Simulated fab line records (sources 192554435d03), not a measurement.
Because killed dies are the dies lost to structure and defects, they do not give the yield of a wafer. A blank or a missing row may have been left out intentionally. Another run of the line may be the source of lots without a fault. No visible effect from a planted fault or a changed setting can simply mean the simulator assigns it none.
The tool behind it: which one? + flow n5_finfet + 24 lots with 72 wafers sampled at 5 steps, on a route of 1938 steps

## WHAT THE GAUGES READ, wafer by wafer
N5_BEOL_M5_CD_MEAS_11: the cd target is 27.74 nm. Usual: 28.03 nm for cd_nm, sd 0.24.
| lot  | measured     | on        | cd_nm (nm)        | flag |
|------|--------------|-----------|-------------------|------|
| L075 | day 7 23:02  | cd_sem-01 | 27.88 28.23 27.69 |      |
| L074 | day 8 06:04  | cd_sem-02 | 28.14 28.32 28.07 |      |
| L076 | day 8 08:47  | cd_sem-03 | 27.66 27.95 27.90 |      |
| L077 | day 8 16:14  | cd_sem-01 | 27.65 27.92 27.72 |      |
| L078 | day 8 19:47  | cd_sem-03 | 28.05 27.93 27.59 |      |
| L079 | day 9 07:13  | cd_sem-03 | 27.84 27.48 28.11 |      |
| L080 | day 9 07:40  | cd_sem-03 | 27.84 28.17 27.54 |      |
| L081 | day 9 23:12  | cd_sem-03 | 27.96 27.92 28.03 |      |
| L083 | day 10 15:14 | cd_sem-02 | 28.55 27.79 28.27 |      |
| L082 | day 10 03:59 | cd_sem-02 | 28.20 28.19 27.90 |      |
| L084 | day 10 22:25 | cd_sem-01 | 28.25 28.35 28.27 |      |
| L085 | day 10 23:13 | cd_sem-01 | 28.06 28.14 27.87 |      |
| L086 | day 10 23:53 | cd_sem-02 | 27.88 28.11 27.98 |      |
| L087 | day 11 04:00 | cd_sem-03 | 28.19 28.25 28.08 |      |
| L089 | day 11 17:31 | cd_sem-02 | 28.21 28.34 27.98 |      |
| L088 | day 11 21:02 | cd_sem-01 | 27.79 28.12 27.77 |      |
| L091 | day 12 03:19 | cd_sem-03 | 27.75 28.04 28.02 |      |
| L092 | day 12 08:16 | cd_sem-02 | 28.37 27.96 27.99 |      |
| L090 | day 12 11:29 | cd_sem-01 | 27.95 28.23 28.37 |      |
| L093 | day 13 06:59 | cd_sem-01 | 28.27 27.98 28.17 |      |
| L095 | day 13 08:32 | cd_sem-01 | 27.96 28.00 27.47 |      |
| L094 | day 13 09:39 | cd_sem-03 | 28.44 28.00 27.66 |      |
| L096 | day 13 11:22 | cd_sem-02 | 27.60 28.39 28.05 |      |
| L097 | day 13 12:10 | cd_sem-01 | 27.61 28.20 27.91 |      |

## EACH LOT AND THE TOOL THAT RAN IT (in order: tool; ch and the chambers of the sampled wafers; start)
| lot  | N5_BEOL_M4_STRIP_97                           | N5_BEOL_M4_SURFACE_TREAT_85  | N5_BEOL_M4_ANNEAL_51             | N5_BEOL_M5_CURE_79            |
|------|-----------------------------------------------|------------------------------|----------------------------------|-------------------------------|
| L075 | rie_diel-02 ch 0,3, day 7 16:07 or earlier    | pvd_sputter-02, day 7 16:07  | rtp_anneal-02 ch 0, day 7 18:19  | uv_cure-01 ch 1, day 7 20:16  |
| L074 | rie_diel-02 ch 1,2, day 7 23:52 or earlier    | pvd_sputter-03, day 7 23:52  | rtp_anneal-01 ch 0, day 8 02:06  | uv_cure-01 ch 1, day 8 04:02  |
| L076 | rie_diel-04 ch 0,1, day 8 01:59 or earlier    | pvd_sputter-02, day 8 01:59  | rtp_anneal-01 ch 0, day 8 04:41  | uv_cure-02 ch 1, day 8 06:39  |
| L077 | rie_diel-02 ch 1,2,3, day 8 09:00 or earlier  | pvd_sputter-01, day 8 09:00  | rtp_anneal-01 ch 0, day 8 11:26  | uv_cure-01 ch 0, day 8 13:29  |
| L078 | rie_diel-02 ch 2,3, day 8 12:38 or earlier    | pvd_sputter-03, day 8 12:38  | rtp_anneal-02 ch 0, day 8 15:08  | uv_cure-01 ch 2, day 8 17:04  |
| L079 | rie_diel-06 ch 0,3, day 9 00:20 or earlier    | pvd_sputter-01, day 9 00:20  | rtp_anneal-01 ch 0, day 9 02:31  | uv_cure-01 ch 0, day 9 04:31  |
| L080 | rie_diel-04 ch 0,2,3, day 9 00:22 or earlier  | pvd_sputter-02, day 9 00:22  | rtp_anneal-01 ch 0, day 9 03:39  | uv_cure-01 ch 1, day 9 06:02  |
| L081 | rie_diel-06 ch 0,1, day 9 17:09 or earlier    | pvd_sputter-01, day 9 17:09  | rtp_anneal-01 ch 0, day 9 19:37  | uv_cure-01 ch 0, day 9 21:43  |
| L083 | rie_diel-04 ch 0,2,3, day 9 20:19 or earlier  | pvd_sputter-03, day 9 20:19  | rtp_anneal-01 ch 0, day 10 09:47 | uv_cure-02 ch 2, day 10 11:49 |
| L082 | rie_diel-04 ch 0,2,3, day 9 22:43 or earlier  | pvd_sputter-03, day 9 22:43  | rtp_anneal-01 ch 0, day 10 00:56 | uv_cure-01 ch 2, day 10 02:55 |
| L084 | rie_diel-06 ch 0,1,2, day 10 13:59 or earlier | pvd_sputter-03, day 10 13:59 | rtp_anneal-01 ch 0, day 10 16:31 | uv_cure-01 ch 2, day 10 18:33 |
| L085 | rie_diel-06 ch 1,2,3, day 10 17:08 or earlier | pvd_sputter-01, day 10 17:08 | rtp_anneal-01 ch 0, day 10 19:25 | uv_cure-03 ch 0, day 10 21:31 |
| L086 | rie_diel-04 ch 1,2,3, day 10 17:47 or earlier | pvd_sputter-03, day 10 17:47 | rtp_anneal-01 ch 0, day 10 20:04 | uv_cure-03 ch 0, day 10 22:02 |
| L087 | rie_diel-06 ch 0,1, day 10 21:32 or earlier   | pvd_sputter-03, day 10 21:32 | rtp_anneal-01 ch 0, day 11 00:05 | uv_cure-01 ch 1, day 11 02:07 |
| L089 | rie_diel-02 ch 0,2,3, day 11 11:07 or earlier | pvd_sputter-03, day 11 11:07 | rtp_anneal-01 ch 0, day 11 13:46 | uv_cure-02 ch 0, day 11 15:47 |
| L088 | rie_diel-06 ch 0,1,2, day 11 14:48 or earlier | pvd_sputter-01, day 11 14:48 | rtp_anneal-02 ch 0, day 11 17:05 | uv_cure-02 ch 2, day 11 19:22 |
| L091 | rie_diel-04 ch 1,2, day 11 18:01 or earlier   | pvd_sputter-03, day 11 18:01 | rtp_anneal-02 ch 0, day 11 21:45 | uv_cure-02 ch 1, day 11 23:52 |
| L092 | rie_diel-04 ch 0,2, day 12 02:53 or earlier   | pvd_sputter-02, day 12 02:53 | rtp_anneal-02 ch 0, day 12 05:04 | uv_cure-02 ch 0, day 12 07:01 |
| L090 | rie_diel-04 ch 1,2,3, day 12 04:49 or earlier | pvd_sputter-03, day 12 04:49 | rtp_anneal-02 ch 0, day 12 07:03 | uv_cure-03 ch 1, day 12 09:01 |
| L093 | rie_diel-06 ch 0,1,3, day 13 01:07 or earlier | pvd_sputter-01, day 13 01:07 | rtp_anneal-02 ch 0, day 13 03:29 | uv_cure-02 ch 1, day 13 05:32 |
| L095 | rie_diel-06 ch 0,1,2, day 13 03:23 or earlier | pvd_sputter-03, day 13 03:23 | rtp_anneal-02 ch 0, day 13 05:34 | uv_cure-02 ch 0, day 13 07:32 |
| L094 | rie_diel-06 ch 0,1,2, day 13 04:07 or earlier | pvd_sputter-02, day 13 04:07 | rtp_anneal-01 ch 0, day 13 06:35 | uv_cure-02 ch 2, day 13 08:34 |
| L096 | rie_diel-06 ch 0,1,3, day 13 05:01 or earlier | pvd_sputter-01, day 13 05:01 | rtp_anneal-02 ch 0, day 13 07:16 | uv_cure-01 ch 2, day 13 09:22 |
| L097 | rie_diel-02 ch 0,1, day 13 06:36 or earlier   | pvd_sputter-02, day 13 06:36 | rtp_anneal-02 ch 0, day 13 08:56 | uv_cure-02 ch 1, day 13 10:52 |
- N5_BEOL_M4_STRIP_97: strips in N2/H2, time 10 s.
- N5_BEOL_M4_SURFACE_TREAT_85
- N5_BEOL_M4_ANNEAL_51: time 90 s.
- N5_BEOL_M5_CURE_79: cures SiCOH lowk, time 240 s.

## AS READ BY THE TOOLS THEMSELVES (means over the sampled wafers that have a number; for cases with no such wafer, the mark the record gives instead)
N5_BEOL_M4_STRIP_97. Usual: value, then standard deviation, for each; drypump_motor_current_A 5.6 A / 0.51; n2_flow_sccm 200.0 sccm / 0.65; oes_product_au 0.81 a.u. / 0.087; rf_vpp_V 59.1 V / 0.97; showerhead_plenum_p_Torr 2.54 Torr / 0.065; temp_c 39.99 C / 0.1; throttle_valve_pct 23.62 % / 0.25.
| lot  | tool        | drypump_motor_current_A (A) | n2_flow_sccm (sccm) | oes_product_au (a.u.) | rf_vpp_V (V) | showerhead_plenum_p_Torr (Torr) | temp_c (C) | throttle_valve_pct (%) | flag |
|------|-------------|-----------------------------|---------------------|-----------------------|--------------|---------------------------------|------------|------------------------|------|
| L075 | rie_diel-02 | 5.3                         | 200.9               | 0.74                  | 59.9         | 2.49                            | 39.87      | 23.71                  |      |
| L074 | rie_diel-02 | 5.5                         | 199.6               | 0.84                  | 59.6         | 2.54                            | 40.01      | 23.82                  |      |
| L076 | rie_diel-04 | 5.8                         | 199.6               | 0.76                  | 58.6         | 2.54                            | 40.05      | 23.62                  |      |
| L077 | rie_diel-02 | 5.8                         | 200.1               | 0.87                  | 59.1         | 2.58                            | 39.90      | 23.66                  |      |
| L078 | rie_diel-02 | 5.3                         | 199.9               | 0.82                  | 59.8         | 2.61                            | 39.98      | 23.80                  |      |
| L079 | rie_diel-06 | 5.5                         | 200.2               | 0.70                  | 58.8         | 2.52                            | 39.91      | 23.72                  |      |
| L080 | rie_diel-04 | 5.6                         | 199.8               | 0.84                  | 59.3         | 2.57                            | 40.02      | 23.38                  |      |
| L081 | rie_diel-06 | 5.6                         | 199.7               | 0.77                  | 58.7         | 2.54                            | 39.95      | 23.59                  |      |
| L083 | rie_diel-04 | 5.7                         | 200.2               | 0.83                  | 58.4         | 2.56                            | 39.99      | 23.39                  |      |
| L082 | rie_diel-04 | 5.7                         | 199.9               | 0.84                  | 59.3         | 2.56                            | 40.01      | 23.38                  |      |
| L084 | rie_diel-06 | 5.7                         | 200.1               | 0.80                  | 59.1         | 2.52                            | 39.93      | 23.62                  |      |
| L085 | rie_diel-06 | 5.5                         | 199.9               | 0.79                  | 59.4         | 2.52                            | 40.01      | 23.72                  |      |
| L086 | rie_diel-04 | 5.4                         | 200.3               | 0.78                  | 59.2         | 2.54                            | 39.89      | 23.69                  |      |
| L087 | rie_diel-06 | 5.6                         | 199.2               | 0.76                  | 58.5         | 2.54                            | 39.90      | 23.61                  |      |
| L089 | rie_diel-02 | 5.3                         | 200.6               | 0.86                  | 59.8         | 2.65                            | 39.97      | 23.65                  |      |
| L088 | rie_diel-06 | 5.7                         | 200.2               | 0.79                  | 58.1         | 2.52                            | 40.06      | 23.63                  |      |
| L091 | rie_diel-04 | 5.3                         | 199.8               | 0.80                  | 58.6         | 2.54                            | 39.99      | 23.59                  |      |
| L092 | rie_diel-04 | 5.9                         | 200.1               | 0.82                  | 59.7         | 2.56                            | 39.93      | 23.18                  |      |
| L090 | rie_diel-04 | 5.4                         | 199.9               | 0.77                  | 59.7         | 2.53                            | 40.03      | 23.72                  |      |
| L093 | rie_diel-06 | 5.4                         | 199.9               | 0.83                  | 58.3         | 2.53                            | 39.90      | 23.61                  |      |
| L095 | rie_diel-06 | 5.7                         | 199.8               | 0.77                  | 58.8         | 2.51                            | 39.93      | 23.64                  |      |
| L094 | rie_diel-06 | 5.7                         | 199.5               | 0.77                  | 59.2         | 2.51                            | 40.02      | 23.64                  |      |
| L096 | rie_diel-06 | 5.4                         | 200.3               | 0.83                  | 59.4         | 2.53                            | 40.05      | 23.62                  |      |
| L097 | rie_diel-02 | 5.6                         | 199.3               | 0.88                  | 59.1         | 2.62                            | 39.89      | 23.53                  |      |

N5_BEOL_M4_SURFACE_TREAT_85. Usual: 30.00 sccm for ar_flow_sccm, sd 0.085.
| lot  | tool           | ar_flow_sccm (sccm) | flag |
|------|----------------|---------------------|------|
| L075 | pvd_sputter-02 | 30.12               |      |
| L074 | pvd_sputter-03 | 29.97               |      |
| L076 | pvd_sputter-02 | 29.97               |      |
| L077 | pvd_sputter-01 | 29.93               |      |
| L078 | pvd_sputter-03 | 29.92               |      |
| L079 | pvd_sputter-01 | 30.03               |      |
| L080 | pvd_sputter-02 | 30.03               |      |
| L081 | pvd_sputter-01 | 30.00               |      |
| L083 | pvd_sputter-03 | 30.09               |      |
| L082 | pvd_sputter-03 | 29.95               |      |
| L084 | pvd_sputter-03 | 30.00               |      |
| L085 | pvd_sputter-01 | 29.91               |      |
| L086 | pvd_sputter-03 | 29.96               |      |
| L087 | pvd_sputter-03 | 29.99               |      |
| L089 | pvd_sputter-03 | 29.97               |      |
| L088 | pvd_sputter-01 | 29.98               |      |
| L091 | pvd_sputter-03 | 30.04               |      |
| L092 | pvd_sputter-02 | 29.95               |      |
| L090 | pvd_sputter-03 | 29.98               |      |
| L093 | pvd_sputter-01 | 30.01               |      |
| L095 | pvd_sputter-03 | 30.02               |      |
| L094 | pvd_sputter-02 | 30.05               |      |
| L096 | pvd_sputter-01 | 30.05               |      |
| L097 | pvd_sputter-02 | 30.03               |      |

N5_BEOL_M4_ANNEAL_51. Usual: 226.2 for wafer_temp_C_max, sd 0.76.
| lot  | tool          | wafer_temp_C_max | flag |
|------|---------------|------------------|------|
| L075 | rtp_anneal-02 | 227.1            |      |
| L074 | rtp_anneal-01 | 225.8            |      |
| L076 | rtp_anneal-01 | 225.6            |      |
| L077 | rtp_anneal-01 | 225.7            |      |
| L078 | rtp_anneal-02 | 226.7            |      |
| L079 | rtp_anneal-01 | 225.9            |      |
| L080 | rtp_anneal-01 | 225.5            |      |
| L081 | rtp_anneal-01 | 225.6            |      |
| L083 | rtp_anneal-01 | 225.7            |      |
| L082 | rtp_anneal-01 | 225.7            |      |
| L084 | rtp_anneal-01 | 225.4            |      |
| L085 | rtp_anneal-01 | 225.8            |      |
| L086 | rtp_anneal-01 | 225.5            |      |
| L087 | rtp_anneal-01 | 225.6            |      |
| L089 | rtp_anneal-01 | 225.6            |      |
| L088 | rtp_anneal-02 | 226.9            |      |
| L091 | rtp_anneal-02 | 226.8            |      |
| L092 | rtp_anneal-02 | 227.5            |      |
| L090 | rtp_anneal-02 | 226.9            |      |
| L093 | rtp_anneal-02 | 227.1            |      |
| L095 | rtp_anneal-02 | 226.8            |      |
| L094 | rtp_anneal-01 | 225.8            |      |
| L096 | rtp_anneal-02 | 227.1            |      |
| L097 | rtp_anneal-02 | 227.0            |      |

N5_BEOL_M5_CURE_79. Usual: lamp_power_pct 52.31 %, standard deviation 0.056; wafer_temp_C_max 386.9, standard deviation 0.53.
| lot  | tool       | lamp_power_pct (%) | wafer_temp_C_max | flag |
|------|------------|--------------------|------------------|------|
| L075 | uv_cure-01 | 52.31              | 387.9            |      |
| L074 | uv_cure-01 | 52.25              | 387.1            |      |
| L076 | uv_cure-02 | 52.34              | 386.5            |      |
| L077 | uv_cure-01 | 52.32              | 386.4            |      |
| L078 | uv_cure-01 | 52.33              | 387.1            |      |
| L079 | uv_cure-01 | 52.33              | 386.5            |      |
| L080 | uv_cure-01 | 52.31              | 387.3            |      |
| L081 | uv_cure-01 | 52.35              | 386.6            |      |
| L083 | uv_cure-02 | 52.31              | 387.4            |      |
| L082 | uv_cure-01 | 52.31              | 386.7            |      |
| L084 | uv_cure-01 | 52.32              | 387.1            |      |
| L085 | uv_cure-03 | 52.33              | 386.2            |      |
| L086 | uv_cure-03 | 52.27              | 386.7            |      |
| L087 | uv_cure-01 | 52.24              | 387.4            |      |
| L089 | uv_cure-02 | 52.29              | 387.2            |      |
| L088 | uv_cure-02 | 52.32              | 387.3            |      |
| L091 | uv_cure-02 | 52.35              | 386.7            |      |
| L092 | uv_cure-02 | 52.33              | 387.6            |      |
| L090 | uv_cure-03 | 52.38              | 385.8            |      |
| L093 | uv_cure-02 | 52.37              | 386.4            |      |
| L095 | uv_cure-02 | 52.31              | 387.0            |      |
| L094 | uv_cure-02 | 52.29              | 387.5            |      |
| L096 | uv_cure-01 | 52.33              | 387.1            |      |
| L097 | uv_cure-02 | 52.30              | 386.3            |      |

## THE ANSWER, worked out from the rows above alone
Rule: take the mean of a lot's wafers that have a number; if it is more than 3 standard deviations from the usual mean, the lot is off. A lot without any number at a reading at which 4 lots or more have one is off too. All remaining lots with rows at the step are treated as sound. Order of review: gauges by route order, followed by the tools' own readings, for which a lot's mean as printed above is used. At the first step where some lot is off, the reading lying furthest off is the one used; lots without a number count as furthest.
No lot is off at any reading shown: from this, nothing can be told.

## WHAT THE SIMULATOR PUT IN
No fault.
